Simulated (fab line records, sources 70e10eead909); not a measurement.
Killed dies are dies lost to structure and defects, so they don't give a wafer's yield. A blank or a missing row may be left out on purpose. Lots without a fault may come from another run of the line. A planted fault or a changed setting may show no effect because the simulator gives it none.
A struck lot beside a sound one | flow nand_harc | 15 steps out of a route of 1302
Sound: wafers L741.3, L741.4, L741.6. Struck: wafer L752.4. (L752.5 of the same lot was not struck and is left out.) The cause comes at the end.
At each step with rows: each side's tool, then ch and its chambers, then its first start. Under that, the readings that differ: sound wafers | struck wafers | difference of the means | sigmas: that difference in standard deviations of wafers without a fault.
alike: readings whose means differ by less than 2 such deviations, and words and numbers that are the same on both sides. not compared: withheld readings, readings that some wafer has no value for, bounds like >300 that may hide the same value, and numbers for which the record gives no deviation and whose values overlap.
The two part at a step that has a row with sigmas, a row that says differs or no value, or rows on one side only. Numbers that don't overlap but have no deviation are shown without sigmas and don't part them. A reading that every wafer of one side lacks parts them only if that side has two wafers or more.

first, 2 steps without rows for these wafers: NHARC_A_CONTACT_ETCH_137 (etches the open film in C4F8/O2/Ar, time 311 s, target depth 1912 nm); NHARC_A_CONTACT_ETCH_138 (etches the open film in C4F8/O2/Ar, time 311 s, target depth 1914 nm).
NHARC_A_CONTACT_ETCH_139: etches the open film in C4F8/O2/Ar, time 195 s, target depth 840 nm.
  sound on har_cap_etch-01 ch 0,1, day 24 20:23; struck on har_cap_etch-01 ch 0, day 30 19:13
  not compared: rf_hours_counter_h
NHARC_A_CONTACT_ETCH_92: etches the open film in CH3F/O2, target depth 40 nm, time 85.7 s.
  sound on rie_diel-04 ch 1,2,3, day 24 20:50; struck on rie_diel-03 ch 2, day 30 19:39
  reading                | sound                | struck | difference | sigmas
  throttle_valve_pct (%) | 20.663 20.650 20.665 | 20.686 | +0.027     | +3
  alike: drypump_motor_current_A, oes_product_au, rf_vpp_V, showerhead_plenum_p_Torr
  not compared: rf_hours_counter_h
NHARC_A_CONTACT_ETCH_98: etches the open film in C4F6/O2, target depth 20 nm, time 10 s.
  sound on rie_diel-04 ch 1,2; struck on rie_diel-03 ch 3
  reading               | sound             | struck | difference | sigmas
  c4f6_flow_sccm (sccm) | 24.97 24.97 25.01 | 25.14  | +0.16      | +2
  alike: drypump_motor_current_A, oes_product_au, rf_vpp_V, showerhead_plenum_p_Torr, throttle_valve_pct
  not compared: rf_hours_counter_h
NHARC_A_CONTACT_CD_MEAS_15:
  sound on cd_sem-01, day 24 21:04; struck on cd_sem-01, day 30 19:51
  alike: cd_nm
then, 3 steps without rows for these wafers: NHARC_A_CONTACT_STRIP_107 (strips in N2/H2); NHARC_A_CONTACT_STRIP_108 (strips in CF4/CHF3); NHARC_A_CONTACT_STRIP_109 (strips in O2/COS).
NHARC_A_CONTACT_ETCH_110: etches the open film in CF4/O2, target depth 60 nm, overetch 6 nm, time 33 s.
  sound on rie_diel-03 ch 0,3, day 24 21:25; struck on rie_diel-03 ch 0, day 30 21:07
  alike: drypump_motor_current_A, oes_f_703_au, oes_product_au, rf_vpp_V, showerhead_plenum_p_Torr, throttle_valve_pct
  not compared: rf_hours_counter_h
then, 2 steps without rows for these wafers: NHARC_A_CONTACT_STRIP_26 (strips in O2); NHARC_A_CONTACT_STRIP_27 (strips in post etch residue remover, time 600 s).
NHARC_A_CONTACT_ALD_18: deposits TiN, target thk 3 nm, pulse time 1 s, ald cycles 150.
  sound on ald_metal-02 ch 0,1,3, day 24 22:04; struck on ald_metal-02 ch 1, day 30 21:45
  reading    | sound       | struck | difference | sigmas
  ald_cycles | 150 150 150 | 69     | -81        |
  alike: heater_power_w, precursor_pulse_height_rel
NHARC_A_CONTACT_CVD_19: deposits W, target thk 300 nm, time 802 s.
  sound on cvd_w-01 ch 0,1; struck on cvd_w-02 ch 1
  alike: heater_power_w, mfc_h2_sccm, mfc_wf6_sccm, throttle_valve_pct
-- the record jumps here: 3 days lie between the struck wafers' starts before and after (it left off in module A_CONTACT and takes up again in module END, whose first step shown is number 1302 of the route) --
NHARC_END_SORT_01:
  sound on prober-01 ch 0, day 26 23:39; struck on prober-01 ch 0, day 33 11:32
  reading             | sound       | struck | difference | sigmas
  killed_at_array     | 112 98 105  | 666    | +561       | +23
  killed_at_periphery | 0 3 4       | 11     | +9         | +3
  killed_dies         | 112 102 110 | 677    | +569       | +25
  killed_short        | 2 1 2       | 6      | +4         | +3
  alike: killed_at_other, killed_open

WHERE THEY PART
First at NHARC_A_CONTACT_ETCH_92; last, within this record, at NHARC_END_SORT_01.

WHY: what the simulator had put in
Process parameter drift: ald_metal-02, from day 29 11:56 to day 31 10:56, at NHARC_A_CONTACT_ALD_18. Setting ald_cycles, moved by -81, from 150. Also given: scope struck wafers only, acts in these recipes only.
